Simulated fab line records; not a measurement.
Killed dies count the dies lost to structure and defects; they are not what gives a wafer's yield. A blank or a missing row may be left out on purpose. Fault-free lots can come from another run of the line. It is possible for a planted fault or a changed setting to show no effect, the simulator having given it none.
Chamber matching ; flow n5Finfet ; N5_BEOL_M9_ETCH_65 on rieDiel-06: 4 sister chambers
The step etches SiARC in CF4, target depth 15.6 nm, time 26 s. 8 wafers are shown with their chamber, then 9 later ones without.

WAFERS, EACH WITH ITS CHAMBER
wafer;chamber;drypumpMotorCurrentA (A);throttleValvePct (%)
L080.6;3;5.9;15.53
L081.1;0;5.5;15.59
L086.1;0;5.5;15.60
L086.4;1;6.2;15.98
L086.5;3;5.8;15.57
L089.1;1;6.2;15.96
L089.4;2;5.8;15.77
L089.5;2;5.8;15.74

WAFERS MISSING THEIR CHAMBER
wafer;drypumpMotorCurrentA (A);throttleValvePct (%)
L091.1;5.9;15.56
L091.2;5.8;15.74
L091.4;5.5;15.62
L095.1;5.8;15.79
L095.2;6.2;15.99
L095.3;5.5;15.62
L097.2;5.8;15.79
L097.4;5.9;15.59
L097.6;6.2;16.00

WHICH CHAMBER EACH ONE RAN IN
wafer;from the rows above;in truth
L091.1;3;3
L091.2;2;2
L091.4;0;0
L095.1;2;2
L095.2;1;1
L095.3;0;0
L097.2;2;2
L097.4;3;3
L097.6;1;1
9 of 9 placed correctly. Can't be placed from these rows: 0. Placed wrongly: 0.
How it was worked out, from the rows above alone: a wafer's distance from a chamber is the root of the sum, over the readings, of the square of ((its reading less the chamber's mean) divided by the reading's scatter). The wafer belongs to the nearest chamber; if the next one is less than 2 further off, it can't be placed. A chamber's mean is the mean of its shown wafers. The scatter: the root of (the sum of the squares of (reading less its chamber's mean) over the shown wafers, divided by (wafers less chambers)).
